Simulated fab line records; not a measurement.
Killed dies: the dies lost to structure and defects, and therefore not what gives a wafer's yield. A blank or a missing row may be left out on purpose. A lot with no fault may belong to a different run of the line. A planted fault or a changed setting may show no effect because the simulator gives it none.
Chamber matching | flow nand_harc | NHARC_A_STAIRCASE_DEP_471 on pecvd-02 has 3 sister chambers
The step deposits SiO2, target thk 100 nm. 3 wafers are shown with their chamber, then 8 later ones without.

== WAFERS WITH THEIR CHAMBER ==
wafer  | chamber | throttle_valve_pct (%)
L085.4 | 1       | 15.8
L083.3 | 0       | 16.0
L093.1 | 2       | 15.5

== WAFERS MISSING THEIR CHAMBER ==
wafer  | throttle_valve_pct (%)
L093.3 | 16.2
L093.4 | 15.7
L092.4 | 16.3
L092.5 | 15.7
L092.6 | 16.0
L095.1 | 15.9
L095.2 | 16.3
L095.4 | 15.7

== WHICH CHAMBER EACH ONE RAN IN ==
wafer  | from the rows above          | in truth
L093.3 | can't be placed: 0 or 1      | 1
L093.4 | can't be placed: 1 or 2 or 0 | 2
L092.4 | can't be placed: 0 or 1      | 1
L092.5 | can't be placed: 1 or 2 or 0 | 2
L092.6 | can't be placed: 0 or 1      | 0
L095.1 | can't be placed: 0 or 1 or 2 | 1
L095.2 | can't be placed: 0 or 1      | 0
L095.4 | can't be placed: 1 or 2 or 0 | 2
Placed correctly: 0 of 8. Not placeable from these rows: 8 (in 8, the candidates include the true chamber). Number placed wrongly: 0.
How it was worked out, from the rows above alone: a wafer's distance from a chamber is the root of the sum, over the readings, of the square of ((its reading less the chamber's mean) divided by the reading's scatter). If the next closest chamber is less than 2 further off than the closest, the wafer can't be placed; otherwise it belongs to the closest. For every chamber, the mean is computed from those of its wafers that are shown. The scatter (one wafer shown for each chamber): square how far every hidden wafer sits from the nearest shown wafer, average those squares and take the square root.
